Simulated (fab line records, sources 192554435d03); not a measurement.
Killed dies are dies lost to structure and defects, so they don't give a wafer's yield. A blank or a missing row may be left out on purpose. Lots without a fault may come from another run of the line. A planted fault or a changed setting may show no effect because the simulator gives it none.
Problem report in the 8D (eight disciplines) form, filled by code | flow n5_finfet | the parts of the form that need people (team, actions taken, sign-off) are left out

1. THE PROBLEM
time_to_endpoint_s at N5_BEOL_M7_CMP_52 reads a mean of 32 s on 2 wafers of 2 lots; wafers without a fault read 63 s with a standard deviation of 3. That is -10 standard deviations from the usual mean.
The step: polishes, stops on SiCOH lowk, t overpolish 6.9 s, target thk 80 nm.
First seen on wafer L760.5, day 14 08:58, on cmp-01. The record holds 34 wafers of 12 lots with a number at this step. Rule for "out", or "out of limits": more than 4 standard deviations from the usual mean. The other wafers with a number count as sound.

2. WHAT IT IS AND WHAT IT IS NOT
question                    | is                 | is not
which readings at this step | time_to_endpoint_s | motor_current_A
which lots                  | L759, L760         | L743, L744, L748, L750, L753, L754, L756, L757, L758, L765
which wafers of those lots  | L759.5, L760.5     | L759.1, L760.1
read on which tools         | cmp-01, cmp-03     | cmp-02
when                        | from day 14 08:58  | up to then (28 sound wafers); but 4 sound wafers of L759, L765 came after

3. SUSPECTS, AND WHAT RULES EACH OUT
Counting: a tool at a process step up to the reading stays a suspect if it ran every lot that is out. Sound lots after the first of them don't rule it out here, since some wafers of a struck lot are sound.
- pvd_sputter-01 at N5_BEOL_M7_PRE_CLEAN_45 (time 30 s): kept. It ran every lot that is out, first L760 (day 14 07:32); its last sound lot up to then is L758 (day 14 01:36).
- pvd_sputter-02 at N5_BEOL_M7_SPUTTER_48 (material Cu, target thk 10 nm, time 1.667 s): kept. It ran every lot that is out, first L760 (day 14 08:24); its last sound lot up to then is L757 (day 14 07:18).
- ecd_cu-02 at N5_BEOL_M7_ECD_50 (material Cu, target thk 300 nm): kept. It ran every lot that is out, first L760 (day 14 08:31); its last sound lot up to then is L753 (day 13 07:47).
Left after counting: pvd_sputter-01 at N5_BEOL_M7_PRE_CLEAN_45, pvd_sputter-02 at N5_BEOL_M7_SPUTTER_48, ecd_cu-02 at N5_BEOL_M7_ECD_50.

4. THE CAUSE (what the simulator had put in)
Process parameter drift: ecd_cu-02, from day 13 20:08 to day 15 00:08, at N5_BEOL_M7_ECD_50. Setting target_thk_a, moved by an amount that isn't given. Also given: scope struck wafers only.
Counting left 3 suspects, and this tool is among them.

5. THE CHAIN OF EFFECTS, in route order
Each row: a reading whose mean over the struck wafers that have a number lies more than 3 standard deviations from the usual. Only readings for which the record gives a usual standard deviation are gone through. hours: the time from each lot's start at the first step in this table that gives one to its start at this step, as a median over the lots. sigmas: the change in usual standard deviations.
hours | step              | reading            | usual | on struck wafers | change | sigmas
0     | N5_BEOL_M7_CMP_52 | time_to_endpoint_s | 63 s  | 32               | -30    | -10
The process steps in it:
- N5_BEOL_M7_CMP_52: polishes, stops on SiCOH lowk, t overpolish 6.9 s, target thk 80 nm.

6. WHAT WOULD HAVE CAUGHT IT SOONER
In this record the first reading out of limits was taken at day 14 08:58, 13 hours after the fault began at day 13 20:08.
Of the lots that are out (2), L759 began N5_BEOL_M7_ECD_50 on ecd_cu-02 after day 14 08:58. A hold on the tool at that time would have spared it.
